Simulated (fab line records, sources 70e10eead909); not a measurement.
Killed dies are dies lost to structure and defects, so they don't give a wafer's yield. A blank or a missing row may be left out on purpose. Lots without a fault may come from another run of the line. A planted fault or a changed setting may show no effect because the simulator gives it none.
fab line records | flow nand_harc
record lots=5 wafers=15 last_day=33
route steps=1302 shown P_GATE@185
lots that met no fault: from a run of the same line without faults
start_h: hours from the record's first day to the start of the lot's first wafer shown | wait_h: hours since the lot's step before | " the same as in the row above | L1.1+2: a row that stands for several wafers | - no value, or no start given | * or withheld: withheld | < > ~ a bound
route shown NAME@n: a module of which the file shows steps, and the number in the route of the first | usual: mean/standard deviation of fault-free wafers | same: alike in all rows | chamber/n: place in a boat | sites: the reading at each site | _std_site: their standard deviation | _edge_site: outer sites' mean less inner sites' | radius_mm: how far each site lies from the wafer's centre | mask NAME#n: copy n | behind: the tool/chamber that last shaped the wafer | hold: why the lot was held/for how many hours/how that ended | device: the transistor (n, p or np) that didn't switch | end of line: the same wafers' tests at the end of the route | a step without rows: its recipe alone | killed: dies lost to structure and defects at the first sort, not the wafer's yield | map: a wafer's dies, x killed, . not, _ none there
set.NAME: the setting as run; set.NAME@STEP: as run at that earlier step | model.NAME: the simulator's own value behind a step, which no gauge read
lots at some steps of the route; a table a step, a row a wafer
services: from which hour (start_h, from the record's first day; less than 0 if before it) a tool's chamber was out of use, for how many hours, and why
## steps
# step NHARC_P_GATE_CD_MEAS_59
# recipe target_cd_nm=720 landing_energy_ev=500
# usual cd_nm=720.2/1.5
# columns lot.wafer tool chamber start_h wait_h cd_nm
L800.3 cd_sem-02 0 137.03 - 719.2
L800.4 " 0 " " 717.1
L800.6 " 0 " " 719.9
L802.1 cd_sem-02 0 163.53 - 721.6
L802.4 " 0 " " 720.2
L802.6 " 0 " " 719.9
L807.2 cd_sem-02 0 219.23 - 719.5
L807.5 " 0 " " 719.3
L807.6 " 0 " " 719.1
L815.1 cd_sem-03 0 296.50 - 720.5
L815.2 " 0 " " 721.0
L815.4 " 0 " " 721.7
L816.4 cd_sem-02 0 308.35 - 717.4
L816.5 " 0 " " 719.0
L816.6 " 0 " " 718.8
# step NHARC_P_GATE_HARDBAKE_60
# recipe temp_c=125 time_s=80
# step NHARC_P_GATE_DESCUM_61
# recipe time_s=3 o2_flow_sccm=200 ar_flow_sccm=0 bias_power_w=0 chemistry=O2
# usual drypump_motor_current_A=5.6/0.44 oes_product_au=0.998/0.0077 rf_vpp_V=57.6/0.94 showerhead_plenum_p_Torr=1.89/0.07 throttle_valve_pct=11.311/0.0086
# columns lot.wafer tool chamber start_h wait_h drypump_motor_current_A oes_product_au rf_hours_counter_h rf_vpp_V showerhead_plenum_p_Torr throttle_valve_pct
L800.3 rie_diel-09 2 137.20 - 5.1 0.990 5.7 57.3 1.92 11.317
L800.4 " 0 " " 5.0 1.009 6.3 58.4 1.97 11.315
L800.6 " 2 " " 5.2 1.001 - 58.1 1.92 11.299
L802.1 rie_diel-02 2 163.70 - 5.3 0.993 8.5 57.4 1.80 11.313
L802.6 " 0 " " 5.6 0.994 - 57.9 1.98 11.322
L802.4 " 3 " " 5.8 0.990 - 57.6 1.96 11.328
L807.2 rie_diel-13 2 219.41 - 6.2 1.005 2.3 57.9 1.83 11.309
L807.5 " 0 " " 5.8 0.994 - 58.1 1.86 11.317
L807.6 " 1 " " 4.8 1.000 - 56.2 1.83 11.303
L815.4 rie_diel-09 3 296.67 - 5.8 0.997 8.4 56.5 1.90 11.310
L815.1 " 0 " " 5.0 1.007 7.3 58.0 1.96 11.305
L815.2 " 1 " " 6.2 0.985 8.7 58.5 1.94 11.313
L816.6 rie_diel-13 0 308.55 - 5.8 0.992 - 56.4 1.85 11.314
L816.5 " 1 " " 4.8 0.988 - 57.0 1.83 11.302
L816.4 " 3 " " 6.2 0.995 - 57.7 1.93 11.314
# step NHARC_P_GATE_IMPLANT_62
# recipe energy_kev=20 dose_cm2=3e+15 tilt_deg=7
# step NHARC_P_GATE_STRIP_112
# recipe power_w=1500 temp_c=110 time_s=200 chemistry=N2/H2
# usual drypump_motor_current_A=5.58/0.13 heater_power_w=94/7.8
# columns lot.wafer tool chamber start_h wait_h drypump_motor_current_A heater_power_w rf_hours_counter_h
L800.4 plasma_asher-02 1 137.64 0.2 5.67 105 -
L800.3 " 0 " " 5.77 97 -
L800.6 " 1 " " 5.66 105 -
L802.1 plasma_asher-02 1 164.26 0.4 5.66 101 16
L802.4 " 1 " " 5.65 104 -
L802.6 " 0 " " 5.81 101 -
L807.2 plasma_asher-01 1 219.76 0.2 5.55 90 8
L807.5 " 1 " " 5.55 91 -
L807.6 " 0 " " 5.42 87 -
L815.1 plasma_asher-02 0 297.03 0.2 5.81 99 7
L815.2 " 1 " " 5.64 107 7
L815.4 " 1 " " 5.65 107 -
L816.4 plasma_asher-02 0 309.02 0.2 5.78 99 -
L816.6 " 1 " " 5.63 109 -
L816.5 " 0 " " 5.78 99 -
# step NHARC_P_GATE_STRIP_76
# recipe power_w=1500 temp_c=250 chemistry=O2
# usual drypump_motor_current_A=5.58/0.13 heater_power_w=352/30
# columns lot.wafer tool chamber start_h wait_h drypump_motor_current_A heater_power_w rf_hours_counter_h
L800.4 plasma_asher-02 1 137.84 0.2 5.64 398 -
L800.3 " 0 " " 5.80 366 -
L800.6 " 1 " " 5.64 390 -
L802.1 plasma_asher-02 1 164.53 0.2 5.61 394 16
L802.4 " 1 " " 5.62 394 -
L802.6 " 0 " " 5.77 364 -
L807.2 plasma_asher-01 1 220.02 0.2 5.52 342 8
L807.5 " 1 " " 5.56 339 -
L807.6 " 0 " " 5.43 327 -
L815.1 plasma_asher-02 0 297.29 0.2 5.77 377 7
L815.2 " 1 " " 5.65 408 7
L815.4 " 1 " " 5.65 399 -
L816.4 plasma_asher-02 0 309.18 0.1 5.78 373 -
L816.6 " 1 " " 5.61 399 -
L816.5 " 0 " " 5.78 369 -
# step NHARC_P_GATE_STRIP_63
# recipe time_s=900 temp_c=130 chemistry=SPM
# step NHARC_P_GATE_DEHYDRATE_83
# recipe temp_c=150 time_s=120
# step NHARC_P_GATE_HMDS_84
# recipe time_s=30
# step NHARC_P_GATE_COAT_85
# recipe spin_rpm=3000
# step NHARC_P_GATE_SOFTBAKE_86
# recipe temp_c=122 time_s=95
# step NHARC_P_GATE_EBR_87
# step NHARC_P_GATE_EXPOSE_88
# recipe na=0.6 target_cd_nm=2000 dose_mj=11.87 mask_id=P_HVN
# columns lot.wafer tool chamber start_h wait_h mask
L800.3+4+6 krf_scanner-01 0 138.47 - P_HVN#0
L802.1+4+6 krf_scanner-01 0 165.29 - P_HVN#0
L807.2+5+6 krf_scanner-01 0 220.66 - P_HVN_R1#0
L815.1+2+4 krf_scanner-04 0 297.93 - P_HVN#0
L816.4+5+6 krf_scanner-01 0 309.93 - P_HVN#0
# step NHARC_P_GATE_PEB_89
# recipe peb_temp_c=118 peb_time_s=85
# step NHARC_P_GATE_DEVELOP_90
# recipe time_s=70
# step NHARC_P_GATE_CD_MEAS_91
# recipe target_cd_nm=2000 landing_energy_ev=500
# usual cd_nm=2000.0/1.3
# columns lot.wafer tool chamber start_h wait_h cd_nm
L800.3 cd_sem-01 0 138.62 - 1998.8
L800.4 " 0 " " 1997.8
L800.6 " 0 " " 1998.6
L802.1 cd_sem-01 0 165.45 - 2003.1
L802.4 " 0 " " 2001.9
L802.6 " 0 " " 2001.8
L807.2 cd_sem-03 0 220.82 - 1995.0
L807.5 " 0 " " 1994.9
L807.6 " 0 " " 1994.7
L815.1 cd_sem-01 0 298.09 - 2001.3
L815.2 " 0 " " 1999.9
L815.4 " 0 " " 2001.8
L816.4 cd_sem-03 0 310.07 - 1999.3
L816.5 " 0 " " 1997.8
L816.6 " 0 " " 1997.8
# step NHARC_P_GATE_HARDBAKE_92
# recipe temp_c=125 time_s=80
## services
# columns tool chamber start_h hours kind
krf_scanner-01 - 140.00 4.0 pm
rie_diel-02 1 141.18 7.1 repair
rie_diel-09 - 143.10 9.0 pm
rie_diel-02 1 156.02 16.4 repair
rie_diel-13 - 165.00 9.0 pm
plasma_asher-01 - 165.11 9.0 pm
rie_diel-02 3 171.10 1.5 repair
rie_diel-02 1 182.21 2.4 repair
krf_scanner-04 - 199.45 4.0 pm
rie_diel-09 - 210.56 2.0 repair
rie_diel-02 - 216.70 9.0 pm
rie_diel-09 - 228.74 0.5 repair
rie_diel-13 1 242.72 8.6 repair
plasma_asher-02 - 249.47 9.0 pm
plasma_asher-02 0 249.47 9.0 vent_cycle
plasma_asher-02 1 249.47 9.0 vent_cycle
rie_diel-13 3 262.99 15.8 repair
rie_diel-02 3 274.27 21.3 repair
krf_scanner-01 - 274.52 20.5 repair
rie_diel-02 2 287.09 22.8 repair
rie_diel-13 3 292.77 2.9 repair
rie_diel-13 2 295.12 15.4 repair
rie_diel-13 0 295.13 13.1 repair
rie_diel-09 0 306.56 7.1 repair
## key
first_sign step=NHARC_P_GATE_EXPOSE_88 reading=mask direction=changed
effect step=NHARC_P_GATE_CD_MEAS_91 reading=cd_nm direction=down sigmas=4.1 usual=2000.0 struck=1994.9
met_at NHARC_P_GATE_EXPOSE_88
struck_wafers L807.2,L807.5,L807.6
tester_left_out L807
onset_between 165.29 220.66
fault kind=wrong_mask tool=any chamber=- onset_h=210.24 steps=NHARC_P_GATE_EXPOSE_88 aux_copy=P_HVN_R1#0 cd_offset_nm=-5.988 scope=struck_lots_only
# tester_left_out: of these lots the tester's yield and bins aren't shown, on N5 and GAA mostly nor the transistor test; their killed dies are dies lost to structure and defects alone, not to doping, threshold or leakage, so they don't give the yield
